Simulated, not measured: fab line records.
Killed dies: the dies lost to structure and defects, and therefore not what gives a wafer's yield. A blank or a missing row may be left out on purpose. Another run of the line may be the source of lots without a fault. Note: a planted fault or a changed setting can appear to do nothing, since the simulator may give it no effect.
The tool behind it: which one? + flow nand harc + Sampling: 24 lots, 72 wafers, 6 of 1159 route steps

== WHAT THE GAUGES READ, wafer by wafer ==
NHARC_P_START_INSPECT_01. Usual: raw defect count at 3.6, with a standard deviation of 1.8.
| lot  | measured    | on                | raw defect count | flag |
|------|-------------|-------------------|------------------|------|
| L074 | day 1 12:02 | defect inspect-02 | 5 11 3           |      |
| L075 | day 1 18:02 | defect inspect-02 | 2 3 3            |      |
| L076 | day 2 00:02 | defect inspect-02 | 4 1 4            |      |
| L077 | day 2 06:02 | defect inspect-01 | 3 3 3            |      |
| L078 | day 2 12:02 | defect inspect-01 | 1 0 7            |      |
| L079 | day 2 18:02 | defect inspect-01 | 7 5 3            |      |
| L080 | day 3 00:02 | defect inspect-01 | 2 3 1            |      |
| L081 | day 3 06:02 | defect inspect-02 | 5 4 4            |      |
| L082 | day 3 12:02 | defect inspect-02 | 4 2 6            |      |
| L083 | day 3 18:02 | defect inspect-02 | 3 4 3            |      |
| L084 | day 4 00:02 | defect inspect-02 | 3 4 2            |      |
| L085 | day 4 06:03 | defect inspect-02 | 2 5 2            |      |
| L086 | day 4 12:02 | defect inspect-01 | 3 4 5            |      |
| L087 | day 4 18:02 | defect inspect-02 | 5 3 1            |      |
| L088 | day 5 00:03 | defect inspect-01 | 3 4 6            |      |
| L089 | day 5 06:02 | defect inspect-02 | 6 8 6            |      |
| L090 | day 5 12:02 | defect inspect-02 | 1 5 2            |      |
| L091 | day 5 18:02 | defect inspect-02 | 2 3 2            |      |
| L092 | day 6 00:02 | defect inspect-01 | 4 1 3            |      |
| L093 | day 6 06:02 | defect inspect-01 | 7 4 2            |      |
| L094 | day 6 12:02 | defect inspect-02 | 4 3 4            |      |
| L095 | day 6 18:02 | defect inspect-02 | 2 4 6            |      |
| L096 | day 7 00:02 | defect inspect-02 | 3 3 5            |      |
| L097 | day 7 06:02 | defect inspect-02 | 4 3 2            |      |

NHARC_P_STI_INSPECT_25. Usual: raw defect count at 218, with a standard deviation of 75.
| lot  | measured    | on                | raw defect count | flag |
|------|-------------|-------------------|------------------|------|
| L074 | day 4 03:31 | defect inspect-01 | 168 246 311      |      |
| L075 | day 4 03:30 | defect inspect-02 | 325 304 206      |      |
| L076 | day 4 03:31 | defect inspect-02 | 286 332 322      |      |
| L077 | day 4 10:16 | defect inspect-01 | 171 154 282      |      |
| L078 | day 4 18:02 | defect inspect-01 | 189 235 328      |      |
| L079 | day 5 03:43 | defect inspect-01 | 205 193 250      |      |
| L080 | day 5 03:41 | defect inspect-02 | 250 317 306      |      |
| L081 | day 5 12:26 | defect inspect-01 | 127 134 169      |      |
| L082 | day 5 20:06 | defect inspect-01 | 191 66 161       |      |
| L083 | day 6 01:45 | defect inspect-01 | 147 108 266      |      |
| L084 | day 6 01:45 | defect inspect-02 | 345 268 337      |      |
| L085 | day 7 01:37 | defect inspect-01 | 204 122 216      |      |
| L086 | day 7 01:37 | defect inspect-02 | 199 207 209      |      |
| L087 | day 7 01:37 | defect inspect-01 | 155 144 139      |      |
| L088 | day 7 01:37 | defect inspect-02 | 210 119 153      |      |
| L089 | day 7 13:16 | defect inspect-02 | 110 225 309      |      |
| L090 | day 7 13:17 | defect inspect-02 | 244 183 194      |      |
| L091 | day 8 00:52 | defect inspect-01 | 535 342 162      |      |
| L092 | day 8 10:47 | defect inspect-02 | 107 170 166      |      |
| L093 | day 8 10:47 | defect inspect-02 | 237 183 179      |      |
| L094 | day 8 10:47 | defect inspect-01 | 145 146 272      |      |
| L095 | day 8 21:20 | defect inspect-01 | 195 147 262      |      |
| L096 | day 9 05:21 | defect inspect-01 | 280 318 547      |      |
| L097 | day 9 05:21 | defect inspect-02 | 159 298 87       |      |

NHARC_P_GATE_CD_MEAS_11: the cd target is 1640 nm. Usual: cd nm at 1640.0 nm, with a standard deviation of 1.2.
| lot  | measured    | on        | cd nm (nm)           | flag |
|------|-------------|-----------|----------------------|------|
| L074 | day 4 11:40 | cd sem-02 | 1639.9 1641.0 1640.5 |      |
| L075 | day 4 11:38 | cd sem-01 | 1638.7 1639.3 1639.6 |      |
| L076 | day 4 11:28 | cd sem-02 | 1639.4 1638.2 1639.5 |      |
| L077 | day 4 19:10 | cd sem-01 | 1640.9 1641.6 1642.0 |      |
| L078 | day 5 01:58 | cd sem-01 | 1638.8 1639.1 1639.1 |      |
| L079 | day 5 13:49 | cd sem-01 | 1641.2 1642.6 1640.8 |      |
| L080 | day 5 13:59 | cd sem-03 | 1638.9 1638.8 1640.1 |      |
| L081 | day 5 20:29 | cd sem-02 | 1639.9 1640.4 1640.6 |      |
| L082 | day 6 04:13 | cd sem-03 | 1640.5 1642.2 1641.4 |      |
| L083 | day 6 10:05 | cd sem-03 | 1639.7 1638.5 1640.4 |      |
| L084 | day 6 10:15 | cd sem-03 | 1641.6 1640.8 1641.4 |      |
| L085 | day 7 10:04 | cd sem-03 | 1638.5 1638.3 1636.3 |      |
| L086 | day 7 09:44 | cd sem-02 | 1640.6 1639.4 1639.4 |      |
| L087 | day 7 09:54 | cd sem-03 | 1639.1 1639.7 1640.6 |      |
| L088 | day 7 10:13 | cd sem-02 | 1640.3 1640.9 1642.2 |      |
| L089 | day 7 21:40 | cd sem-01 | 1641.3 1639.6 1640.1 |      |
| L090 | day 7 21:30 | cd sem-03 | 1640.9 1639.1 1639.8 |      |
| L091 | day 8 09:32 | cd sem-01 | 1639.5 1639.8 1639.1 |      |
| L092 | day 8 19:07 | cd sem-02 | 1637.6 1638.2 1637.6 |      |
| L093 | day 8 19:26 | cd sem-02 | 1640.2 1639.1 1638.2 |      |
| L094 | day 8 19:17 | cd sem-01 | 1639.3 1640.9 1639.8 |      |
| L095 | day 9 05:27 | cd sem-02 | 1640.1 1638.9 1640.2 |      |
| L096 | day 9 13:34 | cd sem-02 | 1640.9 1640.0 1640.3 |      |
| L097 | day 9 13:25 | cd sem-02 | 1640.5 1639.8 1640.2 |      |

== WHICH TOOL RAN EACH LOT (tool, then ch and the chambers of the sampled wafers, then the start) ==
| lot  | NHARC_P_ZERO_WELL_DESCUM_39       | NHARC_P_ZERO_WELL_DESCUM_54       | NHARC_P_STI_ETCH_42               |
|------|-----------------------------------|-----------------------------------|-----------------------------------|
| L074 | rie diel-08 ch 0,1,3, day 1 16:17 | rie diel-13 ch 1,3, day 1 18:05   | rie diel-10 ch 0,2,3, day 2 21:35 |
| L075 | rie diel-08 ch 0,1,2, day 1 22:24 | rie diel-07 ch 1,2,3, day 2 00:03 | rie diel-10 ch 0,1,2, day 2 21:33 |
| L076 | rie diel-07 ch 0,2,3, day 2 04:36 | rie diel-07 ch 0,2,3, day 2 06:17 | rie diel-09 ch 0,2, day 2 21:44   |
| L077 | rie diel-08 ch 0,1,3, day 2 10:17 | rie diel-07 ch 0,3, day 2 11:58   | rie diel-03 ch 0,1,2, day 3 05:14 |
| L078 | rie diel-07 ch 0,2,3, day 2 16:20 | rie diel-07 ch 0,2,3, day 2 18:01 | rie diel-03 ch 1,2,3, day 3 11:17 |
| L079 | rie diel-07 ch 0,2,3, day 2 22:16 | rie diel-13 ch 0,1,3, day 2 23:54 | rie diel-03 ch 1,2,3, day 3 19:08 |
| L080 | rie diel-08 ch 0,1,3, day 3 04:09 | rie diel-13 ch 0,2, day 3 05:49   | rie diel-09 ch 2,3, day 3 23:05   |
| L081 | rie diel-13 ch 0,2,3, day 3 10:12 | rie diel-13 ch 1,2,3, day 3 11:43 | rie diel-10 ch 0,2,3, day 4 05:07 |
| L082 | rie diel-13 ch 0,1,3, day 3 16:26 | rie diel-07 ch 0,1,2, day 3 18:05 | rie diel-10 ch 0,1,2, day 4 12:13 |
| L083 | rie diel-13 ch 1,2,3, day 3 22:43 | rie diel-13 ch 1,2,3, day 4 00:16 | rie diel-03 ch 0,1,3, day 4 19:26 |
| L084 | rie diel-07 ch 0,1, day 4 04:17   | rie diel-07 ch 2,3, day 4 05:48   | rie diel-09 ch 1,2, day 4 23:07   |
| L085 | rie diel-08 ch 1,2,3, day 4 10:06 | rie diel-07 ch 0,1,2, day 4 11:38 | rie diel-09 ch 1,2,3, day 5 07:32 |
| L086 | rie diel-07 ch 0,1,2, day 4 16:18 | rie diel-13 ch 0,1,3, day 4 17:58 | rie diel-10 ch 0,3, day 5 15:53   |
| L087 | rie diel-07 ch 0,2,3, day 4 22:19 | rie diel-07 ch 1,2,3, day 4 23:58 | rie diel-10 ch 2,3, day 5 16:02   |
| L088 | rie diel-07 ch 1,2,3, day 5 04:17 | rie diel-08 ch 0,3, day 5 05:54   | rie diel-03 ch 0,1,2, day 5 23:14 |
| L089 | rie diel-08 ch 0,2,3, day 5 10:29 | rie diel-07 ch 0,2,3, day 5 12:02 | rie diel-10 ch 1,2,3, day 6 05:18 |
| L090 | rie diel-07 ch 1,2, day 5 16:12   | rie diel-13 ch 0,1,3, day 5 17:44 | rie diel-09 ch 1,2, day 6 12:37   |
| L091 | rie diel-07 ch 0,1,2, day 5 22:26 | rie diel-13 ch 0,1,3, day 6 00:06 | rie diel-03 ch 2,3, day 6 18:25   |
| L092 | rie diel-13 ch 0,1,2, day 6 04:51 | rie diel-07 ch 0,1,3, day 6 06:21 | rie diel-03 ch 0,1,3, day 7 00:34 |
| L093 | rie diel-13 ch 0,2,3, day 6 10:19 | rie diel-07 ch 0,2,3, day 6 11:58 | rie diel-03 ch 1,2, day 7 05:28   |
| L094 | rie diel-07 ch 0,1, day 6 16:45   | rie diel-13 ch 0,1, day 6 18:23   | rie diel-10 ch 1,3, day 7 12:49   |
| L095 | rie diel-07 ch 1,3, day 6 22:08   | rie diel-13 ch 0,2,3, day 6 23:47 | rie diel-10 ch 1,2, day 7 17:22   |
| L096 | rie diel-13 ch 1,2,3, day 7 04:24 | rie diel-07 ch 0,2,3, day 7 06:07 | rie diel-10 ch 0,1,2, day 8 01:45 |
| L097 | rie diel-07 ch 0,1,2, day 7 10:23 | rie diel-07 ch 0,1,2, day 7 11:58 | rie diel-03 ch 0,1,3, day 8 06:04 |
- NHARC_P_ZERO_WELL_DESCUM_39: chemistry O2, time 3 s.
- NHARC_P_ZERO_WELL_DESCUM_54: chemistry O2, time 3 s.
- NHARC_P_STI_ETCH_42: etches the open film in N2/H2, target depth 80 nm, overetch 24 nm, time 61 s.

== AS READ BY THE TOOLS THEMSELVES (means over the sampled wafers that have a number; for cases with no such wafer, the mark the record gives instead) ==
NHARC_P_ZERO_WELL_DESCUM_39. Usual: drypump motor current A 5.8 A, standard deviation 0.48; oes product au 1.001 a.u., standard deviation 0.0077; rf vpp V 57.8 V, standard deviation 0.84; showerhead plenum p Torr 1.95 Torr, standard deviation 0.079; throttle valve pct 11.311 %, standard deviation 0.0081.
| lot  | tool        | drypump motor current A (A) | oes product au (a.u.) | rf vpp V (V) | showerhead plenum p Torr (Torr) | throttle valve pct (%) | flag |
|------|-------------|-----------------------------|-----------------------|--------------|---------------------------------|------------------------|------|
| L074 | rie diel-08 | 6.3                         | 1.001                 | 58.2         | 1.98                            | 11.312                 |      |
| L075 | rie diel-08 | 6.1                         | 0.997                 | 56.9         | 1.96                            | 11.306                 |      |
| L076 | rie diel-07 | 5.5                         | 1.000                 | 57.9         | 1.92                            | 11.320                 |      |
| L077 | rie diel-08 | 6.3                         | 0.987                 | 57.6         | 1.98                            | 11.310                 |      |
| L078 | rie diel-07 | 5.5                         | 1.008                 | 58.1         | 1.92                            | 11.312                 |      |
| L079 | rie diel-07 | 5.6                         | 0.999                 | 57.4         | 1.92                            | 11.317                 |      |
| L080 | rie diel-08 | 6.3                         | 0.999                 | 57.2         | 1.98                            | 11.311                 |      |
| L081 | rie diel-13 | 6.0                         | 1.000                 | 57.0         | 1.91                            | 11.320                 |      |
| L082 | rie diel-13 | 5.9                         | 0.999                 | 57.8         | 1.95                            | 11.311                 |      |
| L083 | rie diel-13 | 5.8                         | 0.999                 | 57.9         | 1.91                            | 11.313                 |      |
| L084 | rie diel-07 | 5.3                         | 1.012                 | 58.7         | 1.99                            | 11.306                 |      |
| L085 | rie diel-08 | 6.1                         | 0.997                 | 58.1         | 2.02                            | 11.312                 |      |
| L086 | rie diel-07 | 5.5                         | 1.013                 | 57.8         | 1.96                            | 11.308                 |      |
| L087 | rie diel-07 | 5.6                         | 0.991                 | 57.8         | 1.92                            | 11.302                 |      |
| L088 | rie diel-07 | 5.8                         | 0.999                 | 58.2         | 1.99                            | 11.308                 |      |
| L089 | rie diel-08 | 5.9                         | 0.994                 | 58.0         | 1.98                            | 11.311                 |      |
| L090 | rie diel-07 | 5.8                         | 1.005                 | 58.2         | 2.03                            | 11.322                 |      |
| L091 | rie diel-07 | 5.5                         | 0.995                 | 57.9         | 1.96                            | 11.311                 |      |
| L092 | rie diel-13 | 5.9                         | 1.003                 | 57.4         | 1.87                            | 11.310                 |      |
| L093 | rie diel-13 | 6.1                         | 1.000                 | 58.2         | 1.91                            | 11.313                 |      |
| L094 | rie diel-07 | 5.3                         | 1.009                 | 57.8         | 1.99                            | 11.312                 |      |
| L095 | rie diel-07 | 5.7                         | 1.000                 | 57.5         | 2.02                            | 11.313                 |      |
| L096 | rie diel-13 | 5.8                         | 1.003                 | 57.1         | 1.91                            | 11.315                 |      |
| L097 | rie diel-07 | 5.5                         | 0.999                 | 57.3         | 1.96                            | 11.310                 |      |

NHARC_P_ZERO_WELL_DESCUM_54. Usual: drypump motor current A 5.7 A, standard deviation 0.44; oes product au 1.001 a.u., standard deviation 0.0078; rf vpp V 57.9 V, standard deviation 0.92; showerhead plenum p Torr 1.94 Torr, standard deviation 0.08; throttle valve pct 11.313 %, standard deviation 0.0096.
| lot  | tool        | drypump motor current A (A) | oes product au (a.u.) | rf vpp V (V) | showerhead plenum p Torr (Torr) | throttle valve pct (%) | flag |
|------|-------------|-----------------------------|-----------------------|--------------|---------------------------------|------------------------|------|
| L074 | rie diel-13 | 5.7                         | 1.000                 | 58.7         | 1.96                            | 11.307                 |      |
| L075 | rie diel-07 | 5.8                         | 1.019                 | 57.5         | 1.99                            | 11.316                 |      |
| L076 | rie diel-07 | 5.5                         | 1.008                 | 57.3         | 1.92                            | 11.317                 |      |
| L077 | rie diel-07 | 5.5                         | 0.999                 | 57.5         | 1.91                            | 11.313                 |      |
| L078 | rie diel-07 | 5.6                         | 1.007                 | 57.5         | 1.92                            | 11.307                 |      |
| L079 | rie diel-13 | 5.9                         | 0.994                 | 58.2         | 1.95                            | 11.311                 |      |
| L080 | rie diel-13 | 6.1                         | 0.998                 | 57.1         | 1.83                            | 11.312                 |      |
| L081 | rie diel-13 | 5.8                         | 1.004                 | 58.7         | 1.91                            | 11.307                 |      |
| L082 | rie diel-07 | 5.5                         | 1.014                 | 57.8         | 1.96                            | 11.319                 |      |
| L083 | rie diel-13 | 5.8                         | 0.999                 | 57.7         | 1.91                            | 11.308                 |      |
| L084 | rie diel-07 | 6.0                         | 0.997                 | 58.3         | 1.95                            | 11.313                 |      |
| L085 | rie diel-07 | 5.5                         | 1.006                 | 57.8         | 1.96                            | 11.322                 |      |
| L086 | rie diel-13 | 5.9                         | 1.006                 | 58.0         | 1.95                            | 11.308                 |      |
| L087 | rie diel-07 | 5.9                         | 1.000                 | 57.9         | 1.99                            | 11.314                 |      |
| L088 | rie diel-08 | 6.0                         | 0.994                 | 57.8         | 2.00                            | 11.310                 |      |
| L089 | rie diel-07 | 5.6                         | 0.996                 | 57.4         | 1.92                            | 11.311                 |      |
| L090 | rie diel-13 | 5.9                         | 0.995                 | 57.9         | 1.95                            | 11.321                 |      |
| L091 | rie diel-13 | 5.9                         | 1.005                 | 58.1         | 1.95                            | 11.313                 |      |
| L092 | rie diel-07 | 5.4                         | 0.990                 | 57.2         | 1.95                            | 11.316                 |      |
| L093 | rie diel-07 | 5.6                         | 0.997                 | 58.2         | 1.92                            | 11.318                 |      |
| L094 | rie diel-13 | 5.8                         | 0.993                 | 57.9         | 1.92                            | 11.315                 |      |
| L095 | rie diel-13 | 6.0                         | 0.994                 | 57.9         | 1.91                            | 11.310                 |      |
| L096 | rie diel-07 | 5.5                         | 1.001                 | 57.7         | 1.92                            | 11.311                 |      |
| L097 | rie diel-07 | 5.5                         | 1.000                 | 57.2         | 1.96                            | 11.317                 |      |

NHARC_P_STI_ETCH_42. Usual: drypump motor current A 5.8 A, standard deviation 0.36; oes product au 0.999 a.u., standard deviation 0.0072; rf vpp V 430.0 V, standard deviation 2.1; showerhead plenum p Torr 2.02 Torr, standard deviation 0.069; throttle valve pct 14.171 %, standard deviation 0.0084.
| lot  | tool        | drypump motor current A (A) | oes product au (a.u.) | rf vpp V (V) | showerhead plenum p Torr (Torr) | throttle valve pct (%) | flag |
|------|-------------|-----------------------------|-----------------------|--------------|---------------------------------|------------------------|------|
| L074 | rie diel-10 | 5.6                         | 0.996                 | 429.1        | 1.98                            | 14.178                 |      |
| L075 | rie diel-10 | 5.5                         | 1.002                 | 429.5        | 2.00                            | 14.168                 |      |
| L076 | rie diel-09 | 5.7                         | 0.997                 | 429.2        | 1.98                            | 14.162                 |      |
| L077 | rie diel-03 | 5.9                         | 1.009                 | 431.6        | 2.07                            | 14.177                 |      |
| L078 | rie diel-03 | 5.9                         | 1.004                 | 431.4        | 2.08                            | 14.165                 |      |
| L079 | rie diel-03 | 6.0                         | 1.001                 | 431.7        | 2.08                            | 14.176                 |      |
| L080 | rie diel-09 | 5.5                         | 1.006                 | 426.8        | 1.93                            | 14.171                 |      |
| L081 | rie diel-10 | 5.6                         | 0.993                 | 428.0        | 1.98                            | 14.176                 |      |
| L082 | rie diel-10 | 5.5                         | 0.994                 | 429.4        | 2.00                            | 14.182                 |      |
| L083 | rie diel-03 | 6.2                         | 0.997                 | 431.7        | 2.09                            | 14.168                 |      |
| L084 | rie diel-09 | 5.7                         | 0.998                 | 429.4        | 2.02                            | 14.173                 |      |
| L085 | rie diel-09 | 5.7                         | 0.995                 | 429.4        | 2.00                            | 14.175                 |      |
| L086 | rie diel-10 | 5.6                         | 0.988                 | 429.8        | 2.00                            | 14.171                 |      |
| L087 | rie diel-10 | 5.7                         | 1.002                 | 428.3        | 1.94                            | 14.169                 |      |
| L088 | rie diel-03 | 5.9                         | 1.007                 | 430.9        | 2.07                            | 14.168                 |      |
| L089 | rie diel-10 | 5.6                         | 0.994                 | 428.0        | 1.96                            | 14.175                 |      |
| L090 | rie diel-09 | 5.8                         | 0.999                 | 432.1        | 2.08                            | 14.174                 |      |
| L091 | rie diel-03 | 6.0                         | 0.999                 | 432.1        | 2.10                            | 14.159                 |      |
| L092 | rie diel-03 | 6.2                         | 1.004                 | 431.5        | 2.09                            | 14.170                 |      |
| L093 | rie diel-03 | 5.6                         | 1.005                 | 430.9        | 2.06                            | 14.161                 |      |
| L094 | rie diel-10 | 5.6                         | 0.992                 | 428.5        | 1.97                            | 14.171                 |      |
| L095 | rie diel-10 | 5.5                         | 0.996                 | 428.3        | 1.98                            | 14.176                 |      |
| L096 | rie diel-10 | 5.5                         | 1.006                 | 429.6        | 2.00                            | 14.173                 |      |
| L097 | rie diel-03 | 6.2                         | 0.997                 | 432.0        | 2.09                            | 14.171                 |      |

== THE ANSWER, worked out from the rows above alone ==
Rule: lot off if the mean of its wafers having a number is beyond 3 standard deviations from the usual mean. Also off: a lot with no number at a reading for which 4 or more lots have one. All remaining lots with rows at the step are treated as sound. Order of review: gauges by route order, followed by the tools' own readings, for which a lot's mean as printed above is used. At the first step where some lot is off, the reading lying furthest off is the one used; lots without a number count as furthest.
Nothing can be told from this: no lot is off at any reading shown.

== WHAT THE SIMULATOR HAD INSERTED ==
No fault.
